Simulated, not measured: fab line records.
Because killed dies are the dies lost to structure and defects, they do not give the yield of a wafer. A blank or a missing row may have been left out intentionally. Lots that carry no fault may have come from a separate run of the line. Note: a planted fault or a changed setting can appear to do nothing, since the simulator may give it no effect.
A struck lot beside a sound one / flow nand-harc / 14 steps out of a route of 1159
Sound: the wafers L382.2, L382.3, L382.6. Wafers struck: L394.2, L394.4, L394.6. The cause comes at the end.
Order at every step that has rows: each side's tool, ch and its chambers, its first start. Under that, the readings that differ: sound wafers / struck wafers / difference of the means / sigmas: that difference in standard deviations of wafers without a fault.
alike: readings whose means differ by less than 2 such deviations, and words and numbers that are the same on both sides. not compared: withheld readings, readings that some wafer has no value for, bounds like >300 that may hide the same value, and numbers for which the record gives no deviation and whose values overlap.
The two part at a step that has a row with sigmas, a row that says differs or no value, or rows on one side only. Numbers that have no deviation but don't overlap get no sigmas and don't part them. A reading that every wafer of one side lacks parts them only if that side has two wafers or more.

NHARC_A_STAIRCASE_STRIP_316: strips in O2.
  sound: rie-diel-06 ch 0,1,2; struck: rie-diel-06 ch 0,3
  alike: drypump-motor-current-A, oes-product-au, rf-vpp-V, showerhead-plenum-p-Torr, throttle-valve-pct
  not compared: rf-hours-counter-h
then, 3 steps without rows for these wafers: NHARC_A_STAIRCASE_STRIP_317 (strips in SPM, time 900 s); NHARC_A_STAIRCASE_PRECLEAN_318 (cleans in SC1); NHARC_A_STAIRCASE_SRD_329.
NHARC_A_STAIRCASE_ALD_415: deposits SiO2, target thk 30 nm, pulse time 6 s, ald cycles 300.
  sound on ald-hk-04 ch 1,3, day 12 07:05; struck on ald-hk-02 ch 2,3, day 15 09:56
  alike: heater-power-outer-w, heater-power-w, precursor-pulse-height-rel, susceptor-temp-C
NHARC_A_STAIRCASE_ETCHBACK_416: etches the open film in C4F8/O2/Ar, target depth 36 nm, time 7.2 s.
  sound: rie-diel-13 ch 0,3; struck: rie-diel-01 ch 0,3
  alike: oes-product-au, rf-vpp-V
  not compared: rf-hours-counter-h
NHARC_A_STAIRCASE_STRIP_476: strips in O2, time 20 s.
  sound on rie-diel-13 ch 0,2,3, day 12 09:01; struck on rie-diel-01 ch 0,2, day 15 11:53
  alike: drypump-motor-current-A, oes-product-au, rf-vpp-V, showerhead-plenum-p-Torr, throttle-valve-pct
  not compared: rf-hours-counter-h
NHARC_A_STAIRCASE_DEP_417: deposits Si3N4, target thk 60 nm.
  sound on pecvd-04 ch 0,1,2, day 12 09:07; struck on pecvd-04 ch 0,2, day 15 12:08
  alike: heater-power-w, susceptor-temp-C
then, 3 steps without rows for these wafers: NHARC_A_STAIRCASE_WET_418 (chemistry H3PO4, target depth 20 nm); NHARC_A_STAIRCASE_PRECLEAN_419 (cleans in SC1); NHARC_A_STAIRCASE_SRD_421.
NHARC_A_STAIRCASE_ALD_420: deposits SiO2, target thk 20 nm, pulse time 6 s, ald cycles 200.
  sound on ald-hk-04 ch 0,2,3, day 12 15:13; struck on ald-hk-01 ch 1,2, day 15 13:52
  no value came back on the struck wafers for any of 5 readings (ald-cycles, heater-power-outer-w (W) and others); on the sound wafers ald-cycles reads 200 200 200
then, 1 step without rows for these wafers: NHARC_A_STAIRCASE_CVD_552 (deposits SiNx, target thk 40 nm).
-- break in the record here, with 9 days between the starts of the struck wafers on either side (left off in module A_STAIRCASE, picked up again in module END, where the first step shown is number 1159 on the route) --
NHARC_END_SORT_01:
  only the struck wafers appear in the record here, on prober-01 ch 0 at day 25 00:21; the sound ones have no rows

## WHERE THEY PART
Last at NHARC_END_SORT_01 as far as this record goes, first at NHARC_A_STAIRCASE_ALD_420.

WHY: whatever the simulator had introduced
Skipped step whole: ald-hk-01, from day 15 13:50 on, at NHARC_A_STAIRCASE_ALD_420. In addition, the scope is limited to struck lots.
